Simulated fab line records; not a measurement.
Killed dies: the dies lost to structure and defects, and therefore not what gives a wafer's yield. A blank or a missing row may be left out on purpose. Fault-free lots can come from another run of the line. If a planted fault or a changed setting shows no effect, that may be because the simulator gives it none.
fab line records	flow n5_finfet	part 2 of 2: steps 5 to 6 of 6
[record] lots = 21	wafers = 63	last_day = 18
route steps=1938 shown HKMG_FIN@447 GATE_CUT@498
lots that met no fault: from a run of the same line without faults
start_h: hours from the record's opening day to when the first of the lot's shown wafers began	wait_h: how many hours have passed since the lot's step before this one	" same as the row above	L1.1+2: a single row standing in for several wafers	- value missing, or start not given	* or withheld: withheld	< > ~ a bound
route shown NAME@n: names a module that has steps shown in the file, with the first one's number in the route	usual: mean/standard deviation taken from wafers without a fault	same: alike in all rows	chamber/n: place in a boat	sites: each site's reading	_std_site: how widely they spread, as a standard deviation	_edge_site: inner sites' mean taken away from outer sites' mean	radius_mm: for every site, how far away it sits from the centre of the wafer	mask NAME#n: copy n	behind: the most recent tool/chamber to have shaped the wafer	hold: why the lot was held/for how many hours/how that ended	device: transistor that didn't switch, given as n, p or np	end of line: at the end of the route, the tests of the same wafers	a step without rows: its recipe alone	killed: dies lost to structure and defects at the first sort, not the wafer's yield	map: shows each die of a wafer: x if killed, . if not, _ if none is there
set.NAME: setting as actually run; set.NAME@STEP: the setting as run at that earlier step	model.NAME: the simulator's own value behind a step, which no gauge read
one table for each step of the route and one row for each wafer, over a sample of lots
services: from which hour (start_h, from the record's first day; less than 0 if before it) a tool's chamber was out of use, for how many hours, and why
[[steps]]
[step N5_GATE_CUT_STRIP_42]
[recipe] chemistry = O2	power_w = 400	temp_c = 40	pressure_mtorr = 30	rf_frequency_hz = 6e+07	bias_power_w = 0	overash_fraction = 0.3	o2_flow_sccm = 225
[usual] drypump_motor_current_A = 5.8/0.54	oes_product_au = 0.76/0.075	rf_vpp_V = 3.6/0.53	showerhead_plenum_p_Torr = 2.11/0.073	throttle_valve_pct = 16.59/0.22
lot.wafer	tool	chamber	start_h	wait_h	drypump_motor_current_A	oes_product_au	rf_hours_counter_h	rf_vpp_V	showerhead_plenum_p_Torr	throttle_valve_pct
L074.4	rie_diel-02	1	82.83	0.0	5.1	0.71	196	2.6	2.16	16.41
L074.5	"	1	"	"	5.1	0.71	-	3.8	2.16	16.43
L074.6	"	0	"	"	6.4	0.70	-	4.0	2.17	16.80
L075.3	rie_diel-06	0	90.89	0.0	5.9	0.76	168	3.4	2.20	16.97
L075.4	"	2	"	"	6.2	0.96	4	3.6	2.04	16.52
L075.5	"	3	"	"	5.2	0.74	-	2.9	2.03	16.67
L076.2	rie_diel-04	2	96.23	0.0	4.8	0.74	181	3.7	2.18	16.66
L076.3	"	3	"	"	5.9	0.71	207	5.3	1.99	16.72
L076.4	"	0	"	"	5.3	0.78	124	4.3	2.18	16.58
L077.3	rie_diel-02	1	105.47	0.0	5.1	0.71	204	3.6	2.16	16.44
L077.4	"	3	"	"	6.4	0.73	167	4.0	2.05	16.47
L077.5	"	0	"	"	6.4	0.69	-	3.5	2.17	16.82
L078.1	rie_diel-04	1	106.93	0.0	6.3	0.73	174	3.7	2.16	16.27
L078.2	"	3	"	"	5.9	0.71	210	3.1	1.99	16.71
L078.4	"	0	"	"	5.3	0.77	-	4.5	2.17	16.58
L080.1	rie_diel-04	0	123.91	0.0	5.3	0.77	135	3.6	2.17	16.60
L080.2	"	2	"	"	4.9	0.74	189	3.3	2.18	16.69
L080.5	"	1	"	"	6.2	0.73	-	4.4	2.16	16.29
L081.2	rie_diel-04	1	126.32	0.0	6.2	0.73	179	3.3	2.16	16.30
L081.3	"	2	"	"	4.8	0.74	189	4.4	2.18	16.68
L081.6	"	3	"	"	5.9	0.70	-	3.3	1.99	16.75
L082.1	rie_diel-04	2	134.04	0.0	4.9	0.73	192	3.7	2.18	16.69
L082.4	"	0	"	"	5.3	0.76	138	3.4	2.17	16.61
L082.5	"	2	"	"	4.9	0.74	-	4.1	2.18	16.68
L083.3	rie_diel-06	0	136.37	0.0	5.9	0.73	181	3.7	2.20	16.99
L083.5	"	0	"	"	5.9	0.73	-	3.7	2.20	16.99
L083.6	"	1	"	"	5.4	0.87	-	4.3	2.11	16.15
L085.1	rie_diel-04	0	151.61	0.0	5.3	0.76	143	3.4	2.17	16.61
L085.3	"	1	"	"	6.3	0.73	188	2.9	2.15	16.32
L085.5	"	0	"	"	5.3	0.75	-	2.9	2.17	16.62
L086.1	rie_diel-04	1	158.53	0.0	6.3	0.73	190	4.3	2.15	16.32
L086.2	"	0	"	"	5.3	0.75	146	3.7	2.17	16.63
L086.6	"	3	"	"	5.9	0.69	-	3.6	1.99	16.74
L087.1	rie_diel-02	0	166.74	0.0	6.4	0.97	5	3.4	2.16	16.34
L087.5	"	0	"	"	6.4	0.99	-	3.0	2.16	16.32
L087.6	"	1	"	"	5.1	0.69	-	3.4	2.15	16.45
L088.1	rie_diel-04	0	169.26	0.0	5.3	0.76	150	4.2	2.17	16.63
L088.2	"	2	"	"	4.9	0.74	197	3.0	2.18	16.71
L088.5	"	1	"	"	6.2	0.72	-	4.0	2.15	16.33
L090.1	rie_diel-04	2	180.67	0.0	4.9	0.73	200	3.3	2.18	16.71
L090.4	"	3	"	"	5.9	0.68	234	3.6	1.98	16.77
L090.5	"	2	"	"	4.9	0.72	-	3.1	2.18	16.70
L091.2	rie_diel-02	0	187.35	0.0	6.4	0.97	11	3.7	2.16	16.35
L091.3	"	3	"	"	6.5	0.70	191	3.8	2.04	16.52
L091.5	"	3	"	"	6.5	0.70	-	4.6	2.04	16.50
L092.1	rie_diel-06	1	190.79	0.0	5.4	0.82	63	3.7	2.11	16.18
L092.4	"	2	"	"	6.2	0.88	36	3.9	2.03	16.59
L092.6	"	2	"	"	6.2	0.87	-	3.4	2.02	16.59
L093.1	rie_diel-02	0	199.44	0.0	6.4	0.96	14	3.9	2.16	16.36
L093.2	"	1	"	"	5.1	0.69	231	3.5	2.15	16.49
L093.6	"	0	"	"	6.4	0.96	-	4.3	2.16	16.35
L094.3	rie_diel-04	3	206.06	0.0	5.9	0.68	241	3.8	1.98	16.79
L094.4	"	2	"	"	4.9	0.71	207	3.1	2.17	16.72
L094.6	"	1	"	"	6.3	0.71	-	4.2	2.15	16.33
L095.1	rie_diel-04	0	213.55	0.0	5.3	0.75	162	3.5	2.16	16.67
L095.5	"	3	"	"	5.9	0.68	-	2.9	1.98	16.77
L095.6	"	0	"	"	5.3	0.73	-	4.1	2.16	16.65
L096.1	rie_diel-02	0	217.31	0.0	6.4	0.94	20	3.8	2.16	16.36
L096.2	"	2	"	"	6.3	0.73	196	4.1	2.03	16.87
L096.4	"	1	"	"	5.1	0.68	237	4.2	2.15	16.50
L097.3	rie_diel-02	2	224.77	0.0	6.3	0.72	198	3.8	2.03	16.87
L097.4	"	3	"	"	6.5	0.70	-	4.2	2.04	16.54
L097.6	"	2	"	"	6.3	0.73	-	3.5	2.03	16.90
[step N5_GATE_CUT_VAPOR_ETCH_48]
[recipe] chemistry = BCl3/Cl2	target = TiN	mode = isotropic
[usual] drypump_motor_current_A = 5.5/0.33	he_backside_leak_sccm = 3.4/0.31	oes_product_au = 0.75/0.14
lot.wafer	tool	chamber	start_h	wait_h	drypump_motor_current_A	he_backside_leak_sccm	oes_product_au
L074.4	rie_metal-02	1	83.17	0.0	5.5	3.2	0.62
L074.5	"	0	"	"	4.9	3.2	0.63
L074.6	"	1	"	"	5.5	3.2	0.62
L075.3	rie_metal-01	1	91.55	0.1	5.6	3.6	1.01
L075.4	"	1	"	"	5.6	3.6	1.01
L075.5	"	1	"	"	5.6	3.5	1.00
L076.2	rie_metal-03	1	96.56	0.0	5.9	3.1	0.83
L076.3	"	1	"	"	5.9	3.2	0.83
L076.4	"	0	"	"	5.6	3.7	0.75
L077.3	rie_metal-03	0	105.80	0.0	5.7	3.7	0.74
L077.4	"	1	"	"	5.9	3.2	0.82
L077.5	"	0	"	"	5.7	3.6	0.74
L078.1	rie_metal-03	0	107.26	0.0	5.7	3.4	0.74
L078.2	"	1	"	"	5.9	3.3	0.83
L078.4	"	0	"	"	5.6	3.5	0.75
L080.1	rie_metal-03	0	124.24	0.0	5.7	3.6	0.74
L080.2	"	1	"	"	5.9	3.3	0.81
L080.5	"	1	"	"	5.9	3.2	0.81
L081.2	rie_metal-03	1	126.65	0.0	5.9	3.3	0.81
L081.3	"	0	"	"	5.7	3.6	0.73
L081.6	"	0	"	"	5.7	3.7	0.73
L082.1	rie_metal-01	0	134.37	0.0	5.5	3.3	0.95
L082.4	"	0	"	"	5.5	3.3	0.96
L082.5	"	0	"	"	5.5	3.5	0.94
L083.3	rie_metal-02	0	136.71	0.0	4.9	3.0	0.62
L083.5	"	0	"	"	4.9	3.2	0.63
L083.6	"	1	"	"	5.5	3.3	0.62
L085.1	rie_metal-02	1	151.94	0.0	5.5	3.5	0.61
L085.3	"	1	"	"	5.5	3.4	0.62
L085.5	"	0	"	"	5.0	3.3	0.62
L086.1	rie_metal-02	0	158.86	0.0	5.0	3.4	0.62
L086.2	"	1	"	"	5.5	3.4	0.62
L086.6	"	0	"	"	5.0	3.2	0.62
L087.1	rie_metal-01	1	167.07	0.0	5.6	3.5	0.96
L087.5	"	1	"	"	5.6	3.3	0.95
L087.6	"	0	"	"	5.5	3.2	0.93
L088.1	rie_metal-01	1	169.59	0.0	5.6	3.6	0.96
L088.2	"	0	"	"	5.5	3.3	0.93
L088.5	"	0	"	"	5.5	3.3	0.93
L090.1	rie_metal-02	1	181.00	0.0	5.5	3.4	0.60
L090.4	"	0	"	"	4.9	3.2	0.62
L090.5	"	0	"	"	5.0	3.2	0.61
L091.2	rie_metal-03	1	187.68	0.0	5.9	3.3	0.79
L091.3	"	0	"	"	5.6	3.6	0.72
L091.5	"	0	"	"	5.6	3.4	0.72
L092.1	rie_metal-03	0	191.12	0.0	5.7	3.6	0.72
L092.4	"	1	"	"	5.9	3.2	0.80
L092.6	"	0	"	"	5.7	3.5	0.73
L093.1	rie_metal-02	1	199.77	0.0	5.5	3.3	0.60
L093.2	"	0	"	"	5.0	3.1	0.62
L093.6	"	1	"	"	5.5	3.3	0.59
L094.3	rie_metal-02	0	206.58	0.1	4.9	3.2	0.62
L094.4	"	0	"	"	4.9	3.3	0.61
L094.6	"	0	"	"	4.9	3.3	0.61
L095.1	rie_metal-02	0	214.06	0.1	4.9	3.4	0.61
L095.5	"	0	"	"	4.9	3.0	0.61
L095.6	"	0	"	"	4.9	3.3	0.61
L096.1	rie_metal-01	0	217.64	0.0	5.5	2.9	0.89
L096.2	"	1	"	"	5.6	3.6	0.93
L096.4	"	0	"	"	5.5	3.0	0.89
L097.3	rie_metal-03	1	225.11	0.0	5.9	3.2	0.79
L097.4	"	0	"	"	5.7	3.5	0.72
L097.6	"	1	"	"	5.9	3.1	0.78
[[services]]
tool	chamber	start_h	hours	kind
rie_metal-03	-	52.11	0.8	repair
rie_diel-01	0	55.61	8.9	repair
rie_diel-02	-	56.31	0.1	repair
rie_diel-03	2	62.77	34.7	repair
rie_diel-05	-	71.97	0.2	repair
rie_diel-01	2	91.24	11.0	repair
rie_diel-05	1	93.44	4.1	repair
rie_diel-03	1	97.59	-	clean
rie_diel-03	1	97.59	-	consumable_replace:focus_ring
rie_diel-03	1	97.59	16.3	scheduled_down
rie_diel-03	1	97.59	16.3	vent_cycle
rie_diel-04	2	105.53	3.5	repair
rie_diel-01	2	119.57	-	clean
rie_diel-01	2	119.57	-	consumable_replace:focus_ring
rie_diel-01	2	119.57	-	consumable_replace:showerhead
rie_diel-01	2	119.57	18.6	scheduled_down
rie_diel-01	2	119.57	18.6	vent_cycle
rie_diel-03	0	123.05	-	clean
rie_diel-03	0	123.05	-	consumable_replace:focus_ring
rie_diel-03	0	123.05	-	consumable_replace:showerhead
rie_diel-04	2	140.05	19.5	repair
rie_metal-01	1	176.04	4.8	repair
rie_diel-04	3	180.80	1.6	repair
rie_diel-02	1	222.31	5.3	repair
